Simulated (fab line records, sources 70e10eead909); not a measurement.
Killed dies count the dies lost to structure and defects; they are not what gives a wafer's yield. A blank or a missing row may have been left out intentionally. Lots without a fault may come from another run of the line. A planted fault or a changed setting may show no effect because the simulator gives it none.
Which tool was responsible? / flow nand harc / 18 wafers from 6 lots sampled at 2 of the route's 1159 steps

## WHAT THE GAUGES READ, wafer by wafer
NHARC_A_BONDPAD_THK_MEAS_30: measures by ellipsometry.
lot=L221; measured=day 18 02:11; on=film metro-02; thk nm (nm)=202.9 199.8 202.6
lot=L225; measured=day 18 18:59; on=film metro-01; thk nm (nm)=199.3 202.3 198.1
lot=L226; measured=day 19 09:12; on=film metro-01; thk nm (nm)=201.7 200.3 200.5
lot=L227; measured=day 19 23:16; on=film metro-01; thk nm (nm)=198.9 200.7 201.7
lot=L231; measured=day 21 01:05; on=film metro-02; thk nm (nm)=197.8 200.9 199.4
lot=L235; measured=day 21 23:44; on=film metro-01; thk nm (nm)=198.7 198.8 199.5

## WHICH TOOL RAN EACH LOT (tool, then ch and the chambers of the sampled wafers, then the start)
lot=L221; NHARC_A_WL_FILL_STRIP_29=rie diel-08 ch 0,1,2, day 15 17:01
lot=L225; NHARC_A_WL_FILL_STRIP_29=rie diel-07 ch 0,2,3, day 16 08:37
lot=L226; NHARC_A_WL_FILL_STRIP_29=rie diel-08 ch 0,2, day 17 03:31
lot=L227; NHARC_A_WL_FILL_STRIP_29=rie diel-07 ch 0,2,3, day 17 19:56
lot=L231; NHARC_A_WL_FILL_STRIP_29=rie diel-07 ch 0,1,2, day 18 20:01
lot=L235; NHARC_A_WL_FILL_STRIP_29=rie diel-07 ch 0,2, day 19 11:32
- NHARC_A_WL_FILL_STRIP_29: strips in O2, time 20 s.

## THE ANSWER, worked out from the rows above alone
Rule: usual is defined by the lots themselves. The widest of any qualifying gaps counts: lots, ordered by their means at a reading, are off when they make up no more than a third of the lots, leave a main group of 4 or more, and stand apart from it by 3 or more times the standard deviation of that group's means. Not used: any main group whose means are identical at the precision the tables above print for the reading. A lot without any number at a reading at which 4 lots or more have one is off too. The other lots that the step has rows for count as sound.
None of the lots is off at any reading shown; this tells nothing.

## WHAT WAS PUT IN BY THE SIMULATOR
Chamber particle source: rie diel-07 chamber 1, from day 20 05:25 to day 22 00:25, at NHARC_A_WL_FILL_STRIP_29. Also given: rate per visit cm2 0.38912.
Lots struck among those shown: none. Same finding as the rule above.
